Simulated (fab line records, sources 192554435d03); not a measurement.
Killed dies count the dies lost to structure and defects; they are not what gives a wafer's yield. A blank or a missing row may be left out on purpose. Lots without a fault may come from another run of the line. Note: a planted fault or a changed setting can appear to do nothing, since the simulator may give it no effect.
Chamber matching || flow n5-finfet || N5_FIN_SAQP_ETCH_69 on rie-diel-05 has 4 sister chambers
The step etches SOC in N2/H2, stops on SiNx, target depth 150 nm. 4 wafers are shown with their chamber, then 10 later ones without.

== EACH WAFER AND ITS CHAMBER ==
{"wafer": "L082.2", "chamber": 3, "showerhead-plenum-p-Torr (Torr)": 2.64}
{"wafer": "L090.3", "chamber": 2, "showerhead-plenum-p-Torr (Torr)": 2.49}
{"wafer": "L091.1", "chamber": 0, "showerhead-plenum-p-Torr (Torr)": 2.59}
{"wafer": "L091.3", "chamber": 1, "showerhead-plenum-p-Torr (Torr)": 2.48}

== WAFERS WITHOUT THEIR CHAMBER ==
{"wafer": "L091.6", "showerhead-plenum-p-Torr (Torr)": 2.48}
{"wafer": "L093.1", "showerhead-plenum-p-Torr (Torr)": 2.47}
{"wafer": "L093.4", "showerhead-plenum-p-Torr (Torr)": 2.59}
{"wafer": "L093.6", "showerhead-plenum-p-Torr (Torr)": 2.48}
{"wafer": "L095.2", "showerhead-plenum-p-Torr (Torr)": 2.63}
{"wafer": "L095.4", "showerhead-plenum-p-Torr (Torr)": 2.48}
{"wafer": "L095.5", "showerhead-plenum-p-Torr (Torr)": 2.47}
{"wafer": "L097.2", "showerhead-plenum-p-Torr (Torr)": 2.63}
{"wafer": "L097.3", "showerhead-plenum-p-Torr (Torr)": 2.48}
{"wafer": "L097.5", "showerhead-plenum-p-Torr (Torr)": 2.47}

== CHAMBER TAKEN BY EACH ==
{"wafer": "L091.6", "from the rows above": "can't be placed: 1 or 2", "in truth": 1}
{"wafer": "L093.1", "from the rows above": "can't be placed: 1 or 2", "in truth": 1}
{"wafer": "L093.4", "from the rows above": 0, "in truth": 0}
{"wafer": "L093.6", "from the rows above": "can't be placed: 1 or 2", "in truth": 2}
{"wafer": "L095.2", "from the rows above": 3, "in truth": 3}
{"wafer": "L095.4", "from the rows above": "can't be placed: 1 or 2", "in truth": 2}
{"wafer": "L095.5", "from the rows above": "can't be placed: 1 or 2", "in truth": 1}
{"wafer": "L097.2", "from the rows above": 3, "in truth": 3}
{"wafer": "L097.3", "from the rows above": "can't be placed: 1 or 2", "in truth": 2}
{"wafer": "L097.5", "from the rows above": "can't be placed: 1 or 2", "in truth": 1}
Correct placement for 3 of the 10. From these rows, 7 cannot be placed; in 7 the true chamber is one of the candidates. Wrongly placed: 0.
How it was worked out, from the rows above alone: a wafer's distance from a chamber is the root of the sum, over the readings, of the square of ((its reading less the chamber's mean) divided by the reading's scatter). If the next closest chamber is less than 2 further off than the closest, the wafer can't be placed; otherwise it belongs to the closest. A chamber's mean is the mean of its shown wafers. The scatter: root of mean squared gap, hidden wafer to nearest shown wafer, with one shown wafer a chamber.
